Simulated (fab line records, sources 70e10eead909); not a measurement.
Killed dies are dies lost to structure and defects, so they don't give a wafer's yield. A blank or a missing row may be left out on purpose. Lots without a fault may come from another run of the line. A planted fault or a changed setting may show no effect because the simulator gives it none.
Chamber matching | flow nand_harc | NHARC_A_DECK1_JOINT_CMP_13 on cmp-02: 4 sister chambers
The step polishes, target thk 51.023 nm. 4 wafers are shown with their chamber, then 8 later ones without.

WAFERS WITH THEIR CHAMBER
wafer  | chamber | motor_current_A (A)
L085.2 | 1       | 12.8
L087.4 | 3       | 11.1
L087.6 | 0       | 11.9
L088.1 | 2       | 10.9

WAFERS WITHOUT THEIR CHAMBER
wafer  | motor_current_A (A)
L088.2 | 11.1
L088.5 | 11.4
L096.3 | 12.2
L096.4 | 10.8
L096.5 | 12.8
L097.3 | 12.5
L097.4 | 11.3
L097.6 | 11.1

WHICH CHAMBER EACH WENT THROUGH
wafer  | from the rows above          | in truth
L088.2 | can't be placed: 3 or 2      | 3
L088.5 | can't be placed: 3 or 0 or 2 | 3
L096.3 | can't be placed: 0 or 1      | 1
L096.4 | can't be placed: 2 or 3      | 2
L096.5 | 1                            | 1
L097.3 | can't be placed: 1 or 0      | 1
L097.4 | can't be placed: 3 or 2 or 0 | 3
L097.6 | can't be placed: 3 or 2      | 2
Placed correctly: 1 of 8. Can't be placed from these rows: 7 (the true chamber is among the candidates in 7). Placed wrongly: 0.
How it was worked out, from the rows above alone: a wafer's distance from a chamber is the root of the sum, over the readings, of the square of ((its reading less the chamber's mean) divided by the reading's scatter). The wafer belongs to the nearest chamber; if the next one is less than 2 further off, it can't be placed. A chamber's mean is the mean of its shown wafers. The scatter: with one shown wafer a chamber, the root of the mean of the squares of how far each hidden wafer lies from its nearest shown one.
